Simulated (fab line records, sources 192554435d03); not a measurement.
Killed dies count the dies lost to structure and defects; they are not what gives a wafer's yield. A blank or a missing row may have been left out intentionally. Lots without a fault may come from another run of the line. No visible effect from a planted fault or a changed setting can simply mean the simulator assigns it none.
fab line records	flow n5Finfet
record: lots: 9	wafers: 27	lastDay: 20
route steps=1938 shown BEOL_M0_CUTY@708 BEOL_M0@715 BEOL_M4@1111 PASSIVATION@1936
lots with no fault: from the same line, run without faults
startH: hours from the record's opening day to when the first of the lot's shown wafers began	waitH: how many hours have passed since the lot's step before this one	" identical to the entry in the row above	L1.1+2: a single row standing in for several wafers	- no value, or no start was given	* or withheld: withheld	< > ~ a bound
route shown NAME@n: names a module that has steps shown in the file, with the first one's number in the route	usual: average and standard deviation across the fault-free wafers	same: alike in all rows	chamber/n: place in a boat	sites: the reading at each site	_std_site: standard deviation across them	_edge_site: mean of outer sites minus mean of inner sites	radiusMm: for every site, how far away it sits from the centre of the wafer	mask NAME#n: copy n	behind: tool/chamber where the wafer was last shaped	hold: why the lot was held/for how many hours/how that ended	device: the transistor (n, p or np) that didn't switch	end of line: at the end of the route, the tests of the same wafers	step lacking rows: just its recipe	killed: at the first sort, the dies lost to defects and structure; wafer yield is something else	map: a wafer's dies, x killed, . not, _ none there
set.NAME: setting as actually run; set.NAME@STEP: the setting as run at that earlier step	model.NAME: the simulator's own value behind a step, which no gauge read
a sample of lots followed through the steps of the route, with each step as a table and each wafer as a row
services: the hour from which a tool's chamber was out of use, counted from the record's first day as startH (under 0 if before that day), plus the number of hours and why
== steps ==
step: N5_BEOL_M0_CUTY_CD_MEAS_57
recipe: targetCdNm: 200	landingEnergyEv: 500	detector: seInlens	polarity: line
usual: cdNm: 199.8/0.79
same: landingEnergyEv: 500
lot.wafer	tool	chamber	startH	waitH	cdNm
L436.2	cdSem-01	0	123.16	-	201.4
L436.3	"	0	"	"	201.0
L436.6	"	0	"	"	201.1
L448.1	cdSem-03	0	194.25	-	201.0
L448.4	"	0	"	"	199.9
L448.6	"	0	"	"	201.0
L450.2	cdSem-03	0	211.22	-	199.1
L450.3	"	0	"	"	199.0
L450.5	"	0	"	"	200.2
L451.2	cdSem-03	0	218.07	-	198.9
L451.3	"	0	"	"	198.8
L451.6	"	0	"	"	199.4
L454.3	cdSem-03	0	240.41	-	199.9
L454.4	"	0	"	"	200.0
L454.5	"	0	"	"	199.6
L455.1	cdSem-01	0	242.59	-	199.5
L455.2	"	0	"	"	198.6
L455.3	"	0	"	"	199.0
L456.4	cdSem-02	0	245.55	-	198.8
L456.5	"	0	"	"	199.5
L456.6	"	0	"	"	199.3
L457.2	cdSem-03	0	253.93	-	199.4
L457.3	"	0	"	"	200.3
L457.6	"	0	"	"	200.1
L458.1	cdSem-02	0	257.96	-	199.8
L458.2	"	0	"	"	199.5
L458.5	"	0	"	"	201.4
step: N5_BEOL_M0_CUTY_ETCH_63
recipe: chemistry: N2/H2	target: SOC	targetDepthA: 827	overetchA: 165	maskMaterial: SiARC	tempC: 40	ionEnergyEv: 200	timeS: 124	pressureMtorr: 30	sourceW: 840	biasW: 150	n2FlowSccm: 200	h2FlowSccm: 200
usual: biasW: 150.0/0.46	chamberPressureMTorr: 30.000/0.028	drypumpMotorCurrentA: 5.9/0.42	oesProductAu: 0.65/0.065	rfFwdPowerW: 837/3.1	rfVppV: 524.3/2	showerheadPlenumPTorr: 2.56/0.071	throttleValvePct: 17.91/0.19
lot.wafer	tool	chamber	startH	waitH	biasW	chamberPressureMTorr	drypumpMotorCurrentA	oesProductAu	rfFwdPowerW	rfHoursCounterH	rfVppV	showerheadPlenumPTorr	throttleValvePct
L436.2	rieDiel-05	3	123.43	0.0	149.7	30.009	5.9	0.69	836	75	522.0	2.46	17.90
L436.3	"	2	"	"	149.6	29.982	6.0	0.61	840	185	527.1	2.64	18.08
L436.6	"	2	"	"	149.6	29.962	6.1	0.61	839	-	526.2	2.64	18.09
L448.1	rieDiel-05	2	194.42	0.0	150.2	29.974	6.1	0.60	835	199	526.8	2.63	18.12
L448.4	"	1	"	"	150.3	29.991	6.6	0.64	841	143	523.1	2.55	17.79
L448.6	"	2	"	"	150.1	29.991	6.1	0.59	836	-	526.4	2.63	18.11
L450.2	rieDiel-01	3	211.39	0.0	150.9	30.000	5.2	0.62	831	137	524.3	2.56	18.15
L450.3	"	1	"	"	149.7	29.994	5.6	0.62	839	179	522.8	2.53	18.08
L450.5	"	3	"	"	150.9	29.995	5.2	0.62	833	-	524.1	2.56	18.14
L451.2	rieDiel-04	1	218.24	0.0	150.1	30.038	6.2	0.79	829	3	520.9	2.49	17.54
L451.3	"	2	"	"	150.3	30.050	5.5	0.58	833	197	524.2	2.52	18.17
L451.6	"	3	"	"	150.1	30.003	5.5	0.72	838	-	525.4	2.60	17.77
L454.3	rieDiel-04	1	240.95	0.0	149.2	29.993	6.3	0.76	834	10	523.0	2.49	17.56
L454.4	"	2	"	"	150.5	30.023	5.5	0.57	838	204	523.5	2.52	18.19
L454.5	"	0	"	"	149.7	29.987	6.2	0.74	837	-	525.5	2.60	17.57
L455.1	rieDiel-05	3	243.87	0.0	149.7	29.968	6.0	0.65	837	112	521.4	2.45	17.97
L455.2	"	1	"	"	150.3	29.991	6.6	0.63	834	159	523.1	2.54	17.80
L455.3	"	2	"	"	149.8	29.974	6.1	0.58	833	216	526.0	2.62	18.14
L456.4	rieDiel-05	1	246.09	0.0	149.5	30.048	6.6	0.62	841	160	522.8	2.54	17.79
L456.5	"	1	"	"	149.3	30.023	6.6	0.62	839	-	524.3	2.54	17.80
L456.6	"	2	"	"	149.7	30.007	6.1	0.58	834	-	527.0	2.62	18.14
L457.2	rieDiel-01	2	254.10	0.0	149.5	29.980	5.0	0.77	832	10	526.2	2.59	17.33
L457.3	"	1	"	"	150.4	30.005	5.6	0.60	837	198	522.5	2.52	18.12
L457.6	"	0	"	"	150.6	30.017	6.5	0.68	840	-	522.6	2.47	17.78
L458.1	rieDiel-04	3	258.49	0.0	150.1	29.963	5.5	0.72	834	47	525.5	2.59	17.79
L458.2	"	1	"	"	150.2	29.984	6.3	0.75	831	15	523.0	2.49	17.56
L458.5	"	1	"	"	149.6	30.040	6.3	0.75	827	-	522.4	2.49	17.57
step: N5_BEOL_M0_ETCH_138
recipe: chemistry: CH3F/O2	targetDepthA: 120	target: SiCN	timeS: 31.6	ionEnergyEv: 120	pressureMtorr: 30	sourceW: 395	biasW: 75	Ar_flow_sccm: 150	CH3F_flow_sccm: 30	O2_flow_sccm: 20	ends: cleared
usual: CH3F_flow_sccm: 30.00/0.09	O2_flow_sccm: 20.01/0.062	drypumpMotorCurrentA: 5.9/0.43	etchRfOnTimeS: 29.5/0.78	oesProductAu: 0.68/0.071	rfFwdPowerW: 386.7/1.9	rfVppV: 297.6/1.4	showerheadPlenumPTorr: 2.02/0.054	throttleValvePct: 16.40/0.2
lot.wafer	tool	chamber	startH	waitH	CH3F_flow_sccm	O2_flow_sccm	drypumpMotorCurrentA	etchRfOnTimeS	oesProductAu	rfFwdPowerW	rfHoursCounterH	rfVppV	showerheadPlenumPTorr	throttleValvePct
L436.2	rieDiel-05	3	123.55	0.0	29.97	19.94	6.0	29.9	0.71	386.0	75	296.0	1.94	16.46
L436.3	"	2	"	"	29.95	19.96	6.0	29.7	0.62	389.4	185	298.2	2.07	16.61
L436.6	"	2	"	"	30.07	20.02	6.1	30.7	0.63	390.6	-	297.6	2.07	16.61
L448.1	rieDiel-05	2	194.55	0.0	29.83	20.08	6.0	29.7	0.63	390.9	199	300.5	2.06	16.64
L448.4	"	1	"	"	29.96	20.00	6.6	30.2	0.66	388.0	143	298.1	2.00	16.20
L448.6	"	2	"	"	29.97	19.99	6.0	29.9	0.61	392.0	-	298.2	2.06	16.63
L450.2	rieDiel-01	3	211.52	0.0	29.88	19.99	5.2	29.1	0.65	383.3	137	296.8	2.00	16.61
L450.3	"	1	"	"	30.13	19.92	5.6	28.7	0.64	387.3	179	295.8	1.99	16.52
L450.5	"	3	"	"	29.88	19.95	5.2	29.9	0.65	385.4	-	297.6	2.00	16.60
L451.2	rieDiel-04	1	218.36	0.0	29.75	20.01	6.3	28.4	0.82	384.8	3	296.6	1.96	16.07
L451.3	"	2	"	"	30.10	20.01	5.6	29.2	0.60	387.9	197	296.0	1.99	16.65
L451.6	"	3	"	"	29.99	19.96	5.5	28.7	0.76	387.3	-	297.7	2.04	16.18
L454.3	rieDiel-04	1	241.07	0.0	30.06	20.04	6.3	29.2	0.81	386.0	10	296.2	1.96	16.07
L454.4	"	2	"	"	30.03	20.02	5.5	30.6	0.58	391.3	204	296.0	1.99	16.66
L454.5	"	0	"	"	29.92	19.96	6.2	29.9	0.77	386.9	-	296.9	2.05	16.07
L455.1	rieDiel-05	3	243.99	0.0	30.14	20.04	6.0	29.1	0.68	385.7	112	296.5	1.93	16.52
L455.2	"	1	"	"	30.06	20.00	6.6	28.1	0.65	388.3	159	297.3	2.00	16.22
L455.3	"	2	"	"	30.00	20.02	6.0	29.0	0.60	387.9	216	296.9	2.06	16.69
L456.4	rieDiel-05	1	246.21	0.0	30.03	20.11	6.6	29.9	0.65	388.6	161	297.8	2.00	16.22
L456.5	"	1	"	"	29.95	20.13	6.6	29.8	0.64	389.6	-	298.5	2.00	16.23
L456.6	"	2	"	"	30.08	20.05	6.0	30.6	0.61	389.0	-	298.1	2.06	16.66
L457.2	rieDiel-01	2	254.23	0.0	30.09	20.01	5.0	29.2	0.81	385.7	10	298.2	2.05	15.92
L457.3	"	1	"	"	29.87	19.83	5.7	29.8	0.63	388.4	198	297.1	1.99	16.56
L457.6	"	0	"	"	29.93	20.08	6.5	30.4	0.72	383.4	-	296.9	1.95	16.29
L458.1	rieDiel-04	3	258.61	0.0	30.02	20.19	5.5	28.1	0.75	387.2	47	299.0	2.04	16.19
L458.2	"	1	"	"	29.96	19.96	6.2	28.8	0.79	384.9	15	297.0	1.96	16.07
L458.5	"	1	"	"	29.81	20.00	6.2	29.0	0.79	386.5	-	295.8	1.96	16.08
step: N5_BEOL_M0_WET_ETCH_106
recipe: chemistry: DHF	dilution: 10:1	tempC: 25	target: SiO2	targetDepthA: 1300	dry: ipaMarangoni	rinseTimeS: 30	rinseTempC: 23
usual: bathHeatDutyPct: 6.4/0.84	rinseTempC: 22.99/0.1
lot.wafer	tool	chamber	startH	waitH	bathHeatDutyPct	rinseTempC
L436.2	wetBench-05	0	125.30	-	6.5	22.94
L436.3	"	5	"	"	6.2	22.96
L436.6	"	1	"	"	7.1	23.01
L448.1	wetBench-05	2	195.49	-	6.7	23.01
L448.4	"	5	"	"	6.2	23.06
L448.6	"	4	"	"	7.0	22.89
L450.2	wetBench-04	2	214.34	-	-	-
L450.3	"	6	"	"	-	-
L450.5	"	7	"	"	-	-
L451.2	wetBench-04	0	218.72	-	-	-
L451.3	"	6	"	"	-	-
L451.6	"	1	"	"	-	-
L455.1	wetBench-04	3	244.78	-	5.3	22.98
L455.2	"	2	"	"	7.1	22.90
L455.3	"	0	"	"	6.1	23.09
L454.3	wetBench-05	3	245.95	-	7.1	22.93
L454.4	"	4	"	"	7.1	23.08
L454.5	"	5	"	"	6.1	23.07
L456.4	wetBench-04	7	247.31	-	5.1	22.95
L456.5	"	6	"	"	6.1	23.02
L456.6	"	1	"	"	5.5	22.95
L457.2	wetBench-04	3	255.15	-	5.8	22.87
L457.3	"	1	"	"	5.3	23.04
L457.6	"	4	"	"	6.0	22.93
L458.1	wetBench-03	7	268.84	-	6.4	22.97
L458.2	"	4	"	"	7.2	23.09
L458.5	"	2	"	"	6.1	22.87
step: N5_BEOL_M4_RC_MEAS_101
usual: DIBL_N: 36.6/1.3	DIBL_P: 36.4/1.4	IOFF_N: 0.167/0.023	IOFF_P: 0.219/0.029	ION_N: 678/8.7	ION_P: 464/6.4	SS_N: 71.5/0.53	SS_P: 73.4/0.57	VT_N: 248.5/2.8	VT_P: -249/3.1
lot.wafer	tool	chamber	startH	waitH	DIBL_N[mV/V]	DIBL_P[mV/V]	IOFF_N[nA/um]	IOFF_P[nA/um]	ION_N[uA/um]	ION_P[uA/um]	SS_N[mV/dec]	SS_P[mV/dec]	VT_N[mV]	VT_P[mV]
L436.2	prober-01	0	198.35	0.2	39.7	38.0	0.211	0.267	692	469	72.4	74.2	244.7	-246
L436.3	"	0	"	"	37.9	35.7	0.180	0.226	686	469	71.0	73.1	245.5	-248
L436.6	"	0	"	"	37.8	35.3	0.174	0.220	674	463	71.6	72.9	247.3	-249
L448.1	prober-01	0	305.05	0.0	35.5	37.1	0.165	0.201	674	460	71.6	74.1	248.2	-253
L448.4	"	0	"	"	36.0	38.0	0.177	0.215	673	457	71.8	74.1	249.4	-253
L448.6	"	0	"	"	36.7	38.3	0.189	0.210	670	455	72.2	74.1	247.0	-251
L454.3	prober-01	0	330.29	0.3	36.4	36.8	0.165	0.212	667	458	71.5	73.0	246.2	-250
L454.4	"	0	"	"	37.5	38.0	0.173	0.237	670	463	71.5	73.5	247.3	-248
L454.5	"	0	"	"	37.3	37.8	0.172	0.228	668	461	71.3	73.2	247.1	-251
L455.1	prober-01	0	334.52	0.0	39.3	37.6	0.193	0.207	689	461	71.7	74.3	245.8	-252
L455.2	"	0	"	"	37.9	37.0	0.165	0.200	679	466	71.7	73.7	249.2	-253
L455.3	"	0	"	"	37.2	36.2	0.149	0.180	672	456	71.6	73.5	252.1	-255
L458.1	prober-02	0	351.41	0.0	36.2	37.2	0.160	0.197	679	461	71.8	72.2	248.6	-252
L458.2	"	0	"	"	36.1	36.6	0.153	0.182	676	457	71.3	72.6	251.2	-250
L458.5	"	0	"	"	35.8	36.3	0.151	0.179	679	460	70.9	72.6	250.6	-252
L456.4	prober-01	0	351.61	0.5	37.1	39.1	0.171	0.247	674	463	72.1	73.3	249.8	-248
L456.5	"	0	"	"	37.7	38.4	0.176	0.233	675	465	72.4	73.7	250.0	-248
L456.6	"	0	"	"	36.9	38.3	0.168	0.222	678	466	71.7	73.8	252.3	-251
L457.2	prober-01	0	358.47	0.2	38.3	39.0	0.231	0.281	704	477	71.8	74.7	242.5	-245
L457.3	"	0	"	"	37.2	36.4	0.193	0.235	689	468	71.3	74.4	245.3	-249
L457.6	"	0	"	"	37.2	36.5	0.188	0.234	690	468	71.6	73.3	245.2	-250
step: N5_PASSIVATION_PROBE_49
usual: defectLimitedYield: 91.6/1.6	killed_at_M0_to_M3: 32/9.7	killed_at_M4_up: 13/4.4	killedAtContacts: 12/6.5	killedAtFrontEnd: 38/12	killedAtOther: 3.7/3	killedDies: 99/18	killedOnRim: 13/3.9	killedOpen: 66/14	killedShort: 32/7.5	sort_bin_5_function: 4.9/1	sort_bin_6_memory: 3.2/0.73	sortNPass: 1081/18	sortYieldPct: 91.6/1.6
same: grossDies: 1180	killedAtBackSide: 0	sort_bin_4_leakage[%]: 0	sort_bin_8_speed[%]: 0
lot.wafer	tool	chamber	startH	waitH	defectLimitedYield[%]	killed_at_M0_to_M3	killed_at_M4_up	killedAtContacts	killedAtFrontEnd	killedAtOther	killedDies	killedOnRim	killedOpen	killedShort	sort_bin_5_function[%]	sort_bin_6_memory[%]	sortNPass	sortYieldPct[%]
L450.2	prober-01	-	403.24	0.1	0	1104	10	15	51	0	1180	152	83	45	95.3	4.3	0	0
L450.3	prober-01	-	403.29	0.1	0	1122	9	10	39	0	1180	152	58	25	97.0	2.7	0	0
L450.5	prober-01	-	403.39	0.2	0	1114	11	19	35	1	1180	152	66	32	96.3	3.6	0	0
L451.2	prober-01	-	419.34	0.1	0	1104	10	10	45	11	1180	152	74	43	95.7	4.1	0	0
L451.3	prober-01	-	419.39	0.1	0	1119	11	3	45	2	1180	152	51	36	96.9	2.5	0	0
L451.6	prober-01	-	419.54	0.3	0	1121	12	8	37	2	1180	152	70	29	97.1	2.7	0	0
killed by level:class
L450.2 BEOL_M0:areaEtch=1051 BEOL_M0_SAQP:geometricParticle:open=16 STI_FIN_REVEAL:geometricParticle:open=15 BEOL_M0_SAQP:geometricParticle:short=14 FIN_SAQP:geometricParticle:short=13 MOL_CONTACT_COAG:geometricParticle:open=12 FIN_SAQP:geometricParticle:open=8 BEOL_M3:geometricParticle:open=6
L450.3 BEOL_M0:areaEtch=1096 FIN_SAQP:geometricParticle:open=17 MOL_CONTACT_COAG:geometricParticle:open=9 BEOL_M0_SAQP:geometricParticle:short=9 FIN_SAQP:geometricParticle:short=8 BEOL_M0_SAQP:geometricParticle:open=6 BEOL_M3:geometricParticle:open=5 STI_FIN_REVEAL:geometricParticle:open=4
L450.5 BEOL_M0:areaEtch=1081 MOL_CONTACT_COAG:geometricParticle:open=18 BEOL_M3:geometricParticle:open=12 FIN_SAQP:geometricParticle:open=8 BEOL_M0_SAQP:geometricParticle:short=7 FIN_SAQP:geometricParticle:short=6 BEOL_M0_SAQP:geometricParticle:open=6 DUMMY_GATE:geometricParticle:open=4
L451.2 BEOL_M0:areaEtch=1062 FIN_SAQP:geometricParticle:short=14 BEOL_M3:geometricParticle:open=12 FIN_SAQP:geometricParticle:open=9 MOL_CONTACT_COAG:geometricParticle:open=8 BEOL_M0_SAQP:geometricParticle:open=8 BEOL_M1:geometricParticle:open=7 PASS1_DEP:geometricParticle:short=6
L451.3 BEOL_M0:areaEtch=1089 FIN_SAQP:geometricParticle:open=9 FIN_SAQP:geometricParticle:short=7 BEOL_M0_SAQP:geometricParticle:short=7 STI_FIN_REVEAL:geometricParticle:open=6 GATE_CUT:geometricParticle:short=6 BEOL_M3:geometricParticle:open=5 STARTING-WAFER:geometricParticle:short=5
L451.6 BEOL_M0:areaEtch=1081 FIN_SAQP:geometricParticle:short=9 STI_FIN_REVEAL:geometricParticle:open=9 BEOL_M3:geometricParticle:open=9 FIN_SAQP:geometricParticle:open=8 MOL_CONTACT_COAG:geometricParticle:open=8 BEOL_M2:geometricParticle:open=8 BEOL_M0_SAQP:geometricParticle:open=7
== services ==
tool	chamber	startH	hours	kind
rieDiel-04	3	101.78	-	clean
rieDiel-04	3	101.78	-	consumableReplace:focusRing
rieDiel-04	3	101.78	28.4	scheduledDown
rieDiel-04	3	101.78	28.4	ventCycle
rieDiel-04	-	119.54	2.3	repair
rieDiel-05	-	132.88	14.6	pm
rieDiel-04	0	160.67	-	clean
rieDiel-04	0	160.67	-	consumableReplace:focusRing
rieDiel-04	0	160.67	25.2	scheduledDown
rieDiel-04	0	160.67	25.2	ventCycle
rieDiel-05	1	173.90	8.8	repair
rieDiel-04	1	176.16	8.1	repair
rieDiel-01	0	182.28	1.9	repair
wetBench-04	-	185.28	1.9	pm
rieDiel-04	1	185.89	-	clean
rieDiel-04	1	185.89	-	consumableReplace:focusRing
rieDiel-04	1	185.89	27.9	scheduledDown
rieDiel-04	1	185.89	27.9	ventCycle
rieDiel-01	2	190.80	1.6	repair
rieDiel-01	2	204.69	-	clean
rieDiel-01	2	204.69	-	consumableReplace:focusRing
rieDiel-01	2	204.69	23.2	scheduledDown
rieDiel-04	0	214.62	7.9	repair
rieDiel-05	-	236.95	2.4	repair
== key ==
firstSign: step: N5_BEOL_M0_WET_ETCH_106	reading: toolRecord	direction: missing
effect: step: N5_PASSIVATION_PROBE_49	reading: killed_at_M0_to_M3	direction: up	sigmas: 99+	usual: 32	struck: 1114
moreKillsBornAt: N5_BEOL_M0_WET_ETCH_106@wetBench-04: 6459
metAt N5_BEOL_M0_WET_ETCH_106
struckLots L450,L451
laterRowsLeftOut L450.2,L450.3,L450.5,L451.2,L451.3,L451.6
notActingAt N5_BEOL_M0_CUTY_CD_MEAS_57,N5_BEOL_M0_CUTY_ETCH_63,N5_BEOL_M0_ETCH_138
fault: kind: skippedStepWhole	tool: wetBench-04	chamber: -	onsetH: 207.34	steps: N5_BEOL_M0_WET_ETCH_106	scope: struckLotsOnly
laterRowsLeftOut: the simulator's readings of these wafers behind a module that went badly wrong aren't trusted and aren't shown, but for the sort
